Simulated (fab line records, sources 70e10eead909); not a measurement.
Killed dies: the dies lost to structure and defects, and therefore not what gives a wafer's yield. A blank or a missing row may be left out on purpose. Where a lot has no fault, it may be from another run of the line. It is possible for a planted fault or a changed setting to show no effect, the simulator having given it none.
Which tool was responsible? || flow nand harc || 24 lots with 72 wafers sampled at 5 steps, on a route of 1159 steps

## WHAT THE GAUGES SHOWED, per wafer
NHARC_A_STAIRCASE_INSPECT_155.
{"lot": "L074", "measured": "day 13 21:50", "on": "defect inspect-01", "raw defect count": "314 393 340"}
{"lot": "L076", "measured": "day 14 13:11", "on": "defect inspect-01", "raw defect count": "553 594 415"}
{"lot": "L078", "measured": "day 14 16:04", "on": "defect inspect-02", "raw defect count": "276 313 167"}
{"lot": "L077", "measured": "day 14 14:08", "on": "defect inspect-02", "raw defect count": "373 264 221"}
{"lot": "L079", "measured": "day 14 15:53", "on": "defect inspect-02", "raw defect count": "579 404 348"}
{"lot": "L075", "measured": "day 14 14:26", "on": "defect inspect-01", "raw defect count": "614 237 284"}
{"lot": "L080", "measured": "day 14 17:14", "on": "defect inspect-02", "raw defect count": "196 214 209"}
{"lot": "L082", "measured": "day 15 20:07", "on": "defect inspect-02", "raw defect count": "227 265 221"}
{"lot": "L081", "measured": "day 15 19:44", "on": "defect inspect-01", "raw defect count": "196 170 191"}
{"lot": "L083", "measured": "day 16 08:49", "on": "defect inspect-01", "raw defect count": "290 600 186"}
{"lot": "L084", "measured": "day 16 10:39", "on": "defect inspect-02", "raw defect count": "333 370 364"}
{"lot": "L085", "measured": "day 16 09:08", "on": "defect inspect-02", "raw defect count": "472 373 759"}
{"lot": "L087", "measured": "day 16 21:54", "on": "defect inspect-02", "raw defect count": "581 375 339"}
{"lot": "L086", "measured": "day 17 14:58", "on": "defect inspect-01", "raw defect count": "484 394 239"}
{"lot": "L089", "measured": "day 17 17:43", "on": "defect inspect-01", "raw defect count": "338 506 205"}
{"lot": "L088", "measured": "day 17 15:41", "on": "defect inspect-01", "raw defect count": "327 589 478"}
{"lot": "L090", "measured": "day 17 22:24", "on": "defect inspect-02", "raw defect count": "346 386 369"}
{"lot": "L092", "measured": "day 17 22:34", "on": "defect inspect-02", "raw defect count": "355 260 393"}
{"lot": "L091", "measured": "day 18 04:11", "on": "defect inspect-01", "raw defect count": "239 381 284"}
{"lot": "L093", "measured": "day 18 09:35", "on": "defect inspect-01", "raw defect count": "353 259 262"}
{"lot": "L094", "measured": "day 18 10:47", "on": "defect inspect-02", "raw defect count": "348 286 403"}
{"lot": "L095", "measured": "day 18 09:27", "on": "defect inspect-01", "raw defect count": "360 314 296"}
{"lot": "L096", "measured": "day 19 04:47", "on": "defect inspect-01", "raw defect count": "308 391 296"}
{"lot": "L097", "measured": "day 19 19:53", "on": "defect inspect-02", "raw defect count": "350 474 244"}

NHARC_A_SGD_CUT_CD_MEAS_09: the cd target is 100 nm.
{"lot": "L074", "measured": "day 13 22:37", "on": "cd sem-01", "cd nm (nm)": "99.7 100.2 100.4"}
{"lot": "L076", "measured": "day 14 13:59", "on": "cd sem-03", "cd nm (nm)": "99.8 100.6 100.0"}
{"lot": "L078", "measured": "day 14 16:51", "on": "cd sem-01", "cd nm (nm)": "99.3 99.0 99.8"}
{"lot": "L077", "measured": "day 14 14:56", "on": "cd sem-03", "cd nm (nm)": "100.1 100.6 99.9"}
{"lot": "L079", "measured": "day 14 16:34", "on": "cd sem-02", "cd nm (nm)": "100.4 99.7 100.0"}
{"lot": "L075", "measured": "day 14 15:14", "on": "cd sem-02", "cd nm (nm)": "99.8 99.8 100.3"}
{"lot": "L080", "measured": "day 14 18:02", "on": "cd sem-02", "cd nm (nm)": "100.0 99.2 99.7"}
{"lot": "L082", "measured": "day 15 20:55", "on": "cd sem-01", "cd nm (nm)": "99.6 99.8 99.8"}
{"lot": "L081", "measured": "day 15 20:31", "on": "cd sem-02", "cd nm (nm)": "99.1 99.8 99.6"}
{"lot": "L083", "measured": "day 16 09:37", "on": "cd sem-03", "cd nm (nm)": "100.4 99.4 99.4"}
{"lot": "L084", "measured": "day 16 11:26", "on": "cd sem-01", "cd nm (nm)": "99.3 99.7 99.5"}
{"lot": "L085", "measured": "day 16 09:56", "on": "cd sem-03", "cd nm (nm)": "99.5 99.3 99.7"}
{"lot": "L087", "measured": "day 16 22:41", "on": "cd sem-03", "cd nm (nm)": "99.5 98.6 99.5"}
{"lot": "L086", "measured": "day 17 15:46", "on": "cd sem-02", "cd nm (nm)": "99.6 99.3 100.2"}
{"lot": "L089", "measured": "day 17 18:23", "on": "cd sem-03", "cd nm (nm)": "99.1 100.3 99.5"}
{"lot": "L088", "measured": "day 17 16:29", "on": "cd sem-03", "cd nm (nm)": "99.7 99.7 99.7"}
{"lot": "L090", "measured": "day 17 23:11", "on": "cd sem-03", "cd nm (nm)": "100.2 100.0 99.9"}
{"lot": "L092", "measured": "day 17 23:21", "on": "cd sem-03", "cd nm (nm)": "99.8 99.5 100.1"}
{"lot": "L091", "measured": "day 18 04:51", "on": "cd sem-01", "cd nm (nm)": "100.2 99.9 98.8"}
{"lot": "L093", "measured": "day 18 10:23", "on": "cd sem-03", "cd nm (nm)": "100.1 99.9 99.7"}
{"lot": "L094", "measured": "day 18 11:34", "on": "cd sem-01", "cd nm (nm)": "100.0 100.1 100.3"}
{"lot": "L095", "measured": "day 18 10:07", "on": "cd sem-01", "cd nm (nm)": "100.1 99.1 99.2"}
{"lot": "L096", "measured": "day 19 05:26", "on": "cd sem-03", "cd nm (nm)": "99.6 100.4 99.9"}
{"lot": "L097", "measured": "day 19 20:40", "on": "cd sem-02", "cd nm (nm)": "100.4 100.6 100.4"}

NHARC_A_SGD_CUT_OVL_MEAS_10.
{"lot": "L074", "measured": "day 13 22:43", "on": "overlay-02", "overlay x nm (nm)": "-1.3 -1.4 -1.5", "overlay y nm (nm)": "1.5 2.1 1.5"}
{"lot": "L076", "measured": "day 14 14:05", "on": "overlay-01", "overlay x nm (nm)": "1.9 1.4 1.7", "overlay y nm (nm)": "0.0 0.3 0.5"}
{"lot": "L078", "measured": "day 14 16:56", "on": "overlay-02", "overlay x nm (nm)": "-1.0 -1.3 -1.3", "overlay y nm (nm)": "0.1 0.6 -0.2"}
{"lot": "L077", "measured": "day 14 15:01", "on": "overlay-01", "overlay x nm (nm)": "-0.1 -0.3 0.1", "overlay y nm (nm)": "-1.0 -1.1 -0.6"}
{"lot": "L079", "measured": "day 14 16:39", "on": "overlay-02", "overlay x nm (nm)": "0.8 1.0 0.8", "overlay y nm (nm)": "-1.3 -0.3 -0.8"}
{"lot": "L075", "measured": "day 14 15:19", "on": "overlay-02", "overlay x nm (nm)": "-0.8 -0.7 -0.3", "overlay y nm (nm)": "1.8 2.3 2.0"}
{"lot": "L080", "measured": "day 14 18:07", "on": "overlay-02", "overlay x nm (nm)": "-0.2 -0.2 -0.3", "overlay y nm (nm)": "-1.3 -0.7 -1.5"}
{"lot": "L082", "measured": "day 15 20:59", "on": "overlay-02", "overlay x nm (nm)": "1.4 1.4 2.1", "overlay y nm (nm)": "0.3 0.3 -0.3"}
{"lot": "L081", "measured": "day 15 20:37", "on": "overlay-01", "overlay x nm (nm)": "0.3 0.3 0.3", "overlay y nm (nm)": "0.4 0.2 0.2"}
{"lot": "L083", "measured": "day 16 09:43", "on": "overlay-02", "overlay x nm (nm)": "-0.9 -0.6 -1.3", "overlay y nm (nm)": "0.3 0.7 0.7"}
{"lot": "L084", "measured": "day 16 11:32", "on": "overlay-02", "overlay x nm (nm)": "0.3 -0.1 0.5", "overlay y nm (nm)": "-0.3 -0.1 -0.3"}
{"lot": "L085", "measured": "day 16 10:02", "on": "overlay-02", "overlay x nm (nm)": "-2.0 -1.2 -1.5", "overlay y nm (nm)": "-0.3 -1.3 -1.0"}
{"lot": "L087", "measured": "day 16 22:46", "on": "overlay-02", "overlay x nm (nm)": "0.3 0.6 0.9", "overlay y nm (nm)": "-0.9 -0.7 -0.3"}
{"lot": "L086", "measured": "day 17 15:52", "on": "overlay-01", "overlay x nm (nm)": "0.6 1.0 1.6", "overlay y nm (nm)": "0.7 1.0 0.9"}
{"lot": "L089", "measured": "day 17 18:28", "on": "overlay-02", "overlay x nm (nm)": "-1.0 -1.6 -1.3", "overlay y nm (nm)": "0.8 0.9 0.5"}
{"lot": "L088", "measured": "day 17 16:34", "on": "overlay-02", "overlay x nm (nm)": "-1.1 -0.9 -0.5", "overlay y nm (nm)": "-0.7 -0.6 -0.3"}
{"lot": "L090", "measured": "day 17 23:16", "on": "overlay-02", "overlay x nm (nm)": "-0.1 -0.7 -0.3", "overlay y nm (nm)": "0.7 0.6 0.5"}
{"lot": "L092", "measured": "day 17 23:26", "on": "overlay-01", "overlay x nm (nm)": "-0.9 -0.1 -0.3", "overlay y nm (nm)": "-0.2 0.3 -0.2"}
{"lot": "L091", "measured": "day 18 04:56", "on": "overlay-02", "overlay x nm (nm)": "-0.5 -0.9 -0.9", "overlay y nm (nm)": "-0.2 0.8 0.5"}
{"lot": "L093", "measured": "day 18 10:29", "on": "overlay-02", "overlay x nm (nm)": "1.9 1.0 0.5", "overlay y nm (nm)": "-0.5 -0.2 -0.6"}
{"lot": "L094", "measured": "day 18 11:40", "on": "overlay-01", "overlay x nm (nm)": "1.9 2.0 2.2", "overlay y nm (nm)": "-0.4 -0.1 -0.4"}
{"lot": "L095", "measured": "day 18 10:12", "on": "overlay-01", "overlay x nm (nm)": "-1.1 -1.3 -1.6", "overlay y nm (nm)": "-0.4 -0.2 0.0"}
{"lot": "L096", "measured": "day 19 05:32", "on": "overlay-01", "overlay x nm (nm)": "1.1 1.9 1.2", "overlay y nm (nm)": "0.9 0.9 1.7"}
{"lot": "L097", "measured": "day 19 20:46", "on": "overlay-01", "overlay x nm (nm)": "0.7 -0.1 0.2", "overlay y nm (nm)": "0.9 0.2 0.6"}

NHARC_A_SGD_CUT_THK_MEAS_22: measures by ellipsometry.
{"lot": "L074", "measured": "day 14 05:43", "on": "film metro-02", "thk nm (nm)": "150.9 149.6 147.7"}
{"lot": "L076", "measured": "day 14 20:32", "on": "film metro-02", "thk nm (nm)": "147.2 149.4 149.2"}
{"lot": "L078", "measured": "day 14 20:26", "on": "film metro-01", "thk nm (nm)": "149.8 146.8 147.7"}
{"lot": "L077", "measured": "day 14 20:24", "on": "film metro-02", "thk nm (nm)": "149.6 146.2 150.2"}
{"lot": "L079", "measured": "day 14 20:33", "on": "film metro-01", "thk nm (nm)": "148.1 148.2 148.1"}
{"lot": "L075", "measured": "day 14 20:24", "on": "film metro-01", "thk nm (nm)": "149.7 148.3 150.2"}
{"lot": "L080", "measured": "day 15 01:35", "on": "film metro-01", "thk nm (nm)": "150.7 151.7 148.3"}
{"lot": "L082", "measured": "day 16 05:19", "on": "film metro-01", "thk nm (nm)": "146.1 149.2 148.1"}
{"lot": "L081", "measured": "day 16 05:18", "on": "film metro-01", "thk nm (nm)": "149.4 148.7 148.4"}
{"lot": "L083", "measured": "day 16 15:31", "on": "film metro-02", "thk nm (nm)": "149.6 147.6 147.1"}
{"lot": "L084", "measured": "day 16 15:30", "on": "film metro-01", "thk nm (nm)": "149.5 149.4 148.3"}
{"lot": "L085", "measured": "day 16 15:31", "on": "film metro-02", "thk nm (nm)": "146.5 146.8 148.1"}
{"lot": "L087", "measured": "day 17 04:46", "on": "film metro-02", "thk nm (nm)": "147.1 149.3 147.9"}
{"lot": "L086", "measured": "day 17 22:17", "on": "film metro-02", "thk nm (nm)": "151.1 148.7 143.9"}
{"lot": "L089", "measured": "day 17 22:19", "on": "film metro-02", "thk nm (nm)": "148.6 145.9 150.1"}
{"lot": "L088", "measured": "day 17 22:26", "on": "film metro-02", "thk nm (nm)": "151.1 150.7 149.4"}
{"lot": "L090", "measured": "day 18 05:20", "on": "film metro-02", "thk nm (nm)": "146.8 149.7 146.6"}
{"lot": "L092", "measured": "day 18 05:22", "on": "film metro-01", "thk nm (nm)": "148.1 148.1 146.4"}
{"lot": "L091", "measured": "day 18 10:44", "on": "film metro-01", "thk nm (nm)": "150.4 148.2 150.2"}
{"lot": "L093", "measured": "day 18 16:02", "on": "film metro-02", "thk nm (nm)": "150.7 149.3 147.5"}
{"lot": "L094", "measured": "day 18 16:02", "on": "film metro-01", "thk nm (nm)": "148.4 148.7 148.1"}
{"lot": "L095", "measured": "day 18 16:02", "on": "film metro-01", "thk nm (nm)": "148.0 149.4 148.0"}
{"lot": "L096", "measured": "day 19 13:21", "on": "film metro-02", "thk nm (nm)": "149.3 144.7 148.0"}
{"lot": "L097", "measured": "day 20 01:19", "on": "film metro-01", "thk nm (nm)": "145.1 146.8 146.8"}

## WHICH TOOL RAN EACH LOT (tool, then ch and the chambers of the sampled wafers, then the start)
{"lot": "L074", "NHARC_A_STAIRCASE_DEP_322": "pecvd-02 ch 0,1, day 12 23:48"}
{"lot": "L076", "NHARC_A_STAIRCASE_DEP_322": "pecvd-02 ch 0,1, day 13 09:50"}
{"lot": "L078", "NHARC_A_STAIRCASE_DEP_322": "pecvd-01 ch 0,1,2, day 13 18:14"}
{"lot": "L077", "NHARC_A_STAIRCASE_DEP_322": "pecvd-04 ch 1,2, day 13 18:19"}
{"lot": "L079", "NHARC_A_STAIRCASE_DEP_322": "pecvd-02 ch 0,1, day 13 18:25"}
{"lot": "L075", "NHARC_A_STAIRCASE_DEP_322": "pecvd-04 ch 0,1,2, day 13 18:47"}
{"lot": "L080", "NHARC_A_STAIRCASE_DEP_322": "pecvd-02 ch 0,1,2, day 13 18:48"}
{"lot": "L082", "NHARC_A_STAIRCASE_DEP_322": "pecvd-01 ch 0,2, day 14 21:05"}
{"lot": "L081", "NHARC_A_STAIRCASE_DEP_322": "pecvd-04 ch 1,2, day 14 21:11"}
{"lot": "L083", "NHARC_A_STAIRCASE_DEP_322": "pecvd-04 ch 0,1,2, day 15 07:22"}
{"lot": "L084", "NHARC_A_STAIRCASE_DEP_322": "pecvd-04 ch 0,2, day 15 11:25"}
{"lot": "L085", "NHARC_A_STAIRCASE_DEP_322": "pecvd-01 ch 0,2, day 15 11:31"}
{"lot": "L087", "NHARC_A_STAIRCASE_DEP_322": "pecvd-01 ch 1,2, day 15 20:47"}
{"lot": "L086", "NHARC_A_STAIRCASE_DEP_322": "pecvd-04 ch 0,1,2, day 16 13:02"}
{"lot": "L089", "NHARC_A_STAIRCASE_DEP_322": "pecvd-01 ch 1,2, day 16 13:02"}
{"lot": "L088", "NHARC_A_STAIRCASE_DEP_322": "pecvd-02 ch 0,2, day 16 13:11"}
{"lot": "L090", "NHARC_A_STAIRCASE_DEP_322": "pecvd-02 ch 0,1, day 17 01:28"}
{"lot": "L092", "NHARC_A_STAIRCASE_DEP_322": "pecvd-01 ch 0,1,2, day 17 01:43"}
{"lot": "L091", "NHARC_A_STAIRCASE_DEP_322": "pecvd-01 ch 0,1,2, day 17 06:43"}
{"lot": "L093", "NHARC_A_STAIRCASE_DEP_322": "pecvd-04 ch 1,2, day 17 13:11"}
{"lot": "L094", "NHARC_A_STAIRCASE_DEP_322": "pecvd-01 ch 0,1,2, day 17 13:11"}
{"lot": "L095", "NHARC_A_STAIRCASE_DEP_322": "pecvd-02 ch 0,2, day 17 13:23"}
{"lot": "L096", "NHARC_A_STAIRCASE_DEP_322": "pecvd-01 ch 1,2, day 18 06:43"}
{"lot": "L097", "NHARC_A_STAIRCASE_DEP_322": "pecvd-02 ch 1,2, day 18 22:43"}
- NHARC_A_STAIRCASE_DEP_322: deposits SiO2, target thk 3800 nm.

## AS READ BY THE TOOLS THEMSELVES (means over the sampled wafers that have a number; for cases with no such wafer, the mark the record gives instead)
NHARC_A_STAIRCASE_DEP_322.
{"lot": "L074", "tool": "pecvd-02", "heater power w (W)": 645, "susceptor temp C (C)": 399.79}
{"lot": "L076", "tool": "pecvd-02", "heater power w (W)": 637, "susceptor temp C (C)": 400.29}
{"lot": "L078", "tool": "pecvd-01", "heater power w (W)": 671, "susceptor temp C (C)": 400.20}
{"lot": "L077", "tool": "pecvd-04", "heater power w (W)": 760, "susceptor temp C (C)": 400.10}
{"lot": "L079", "tool": "pecvd-02", "heater power w (W)": 630, "susceptor temp C (C)": 400.00}
{"lot": "L075", "tool": "pecvd-04", "heater power w (W)": 711, "susceptor temp C (C)": 399.91}
{"lot": "L080", "tool": "pecvd-02", "heater power w (W)": 688, "susceptor temp C (C)": 399.91}
{"lot": "L082", "tool": "pecvd-01", "heater power w (W)": 684, "susceptor temp C (C)": 399.77}
{"lot": "L081", "tool": "pecvd-04", "heater power w (W)": 791, "susceptor temp C (C)": 400.00}
{"lot": "L083", "tool": "pecvd-04", "heater power w (W)": 715, "susceptor temp C (C)": 399.99}
{"lot": "L084", "tool": "pecvd-04", "heater power w (W)": 692, "susceptor temp C (C)": 399.99}
{"lot": "L085", "tool": "pecvd-01", "heater power w (W)": 668, "susceptor temp C (C)": 399.98}
{"lot": "L087", "tool": "pecvd-01", "heater power w (W)": 649, "susceptor temp C (C)": 399.92}
{"lot": "L086", "tool": "pecvd-04", "heater power w (W)": 814, "susceptor temp C (C)": 399.79}
{"lot": "L089", "tool": "pecvd-01", "heater power w (W)": 675, "susceptor temp C (C)": 400.20}
{"lot": "L088", "tool": "pecvd-02", "heater power w (W)": 657, "susceptor temp C (C)": 399.92}
{"lot": "L090", "tool": "pecvd-02", "heater power w (W)": 626, "susceptor temp C (C)": 399.84}
{"lot": "L092", "tool": "pecvd-01", "heater power w (W)": 677, "susceptor temp C (C)": 399.99}
{"lot": "L091", "tool": "pecvd-01", "heater power w (W)": 675, "susceptor temp C (C)": 399.96}
{"lot": "L093", "tool": "pecvd-04", "heater power w (W)": 762, "susceptor temp C (C)": 399.90}
{"lot": "L094", "tool": "pecvd-01", "heater power w (W)": 742, "susceptor temp C (C)": 399.82}
{"lot": "L095", "tool": "pecvd-02", "heater power w (W)": 676, "susceptor temp C (C)": 399.82}
{"lot": "L096", "tool": "pecvd-01", "heater power w (W)": 715, "susceptor temp C (C)": 400.17}
{"lot": "L097", "tool": "pecvd-02", "heater power w (W)": 651, "susceptor temp C (C)": 399.86}

## THE ANSWER, worked out from the rows above alone
Rule: usual is defined by the lots themselves. Put in order of their means at a reading, lots are off if they are a third of the lots or fewer, leave a main group of 4 or more, and stand apart from it by a gap of 3 or more times the standard deviation of the main group's means; of several such gaps the widest counts. Not used: any main group whose means are identical at the precision the tables above print for the reading. Also off: a lot with no number at a reading for which 4 or more lots have one. Any other lot the step has rows for is counted as sound. After the gauges, taken in route order, come the tools' own readings; for these a lot's mean is taken, as printed above. At the first step where some lot is off, the reading lying furthest off is the one used; lots without a number count as furthest.
None of the lots is off at any reading shown; this tells nothing.

## WHAT HAD BEEN PUT IN BY THE SIMULATOR
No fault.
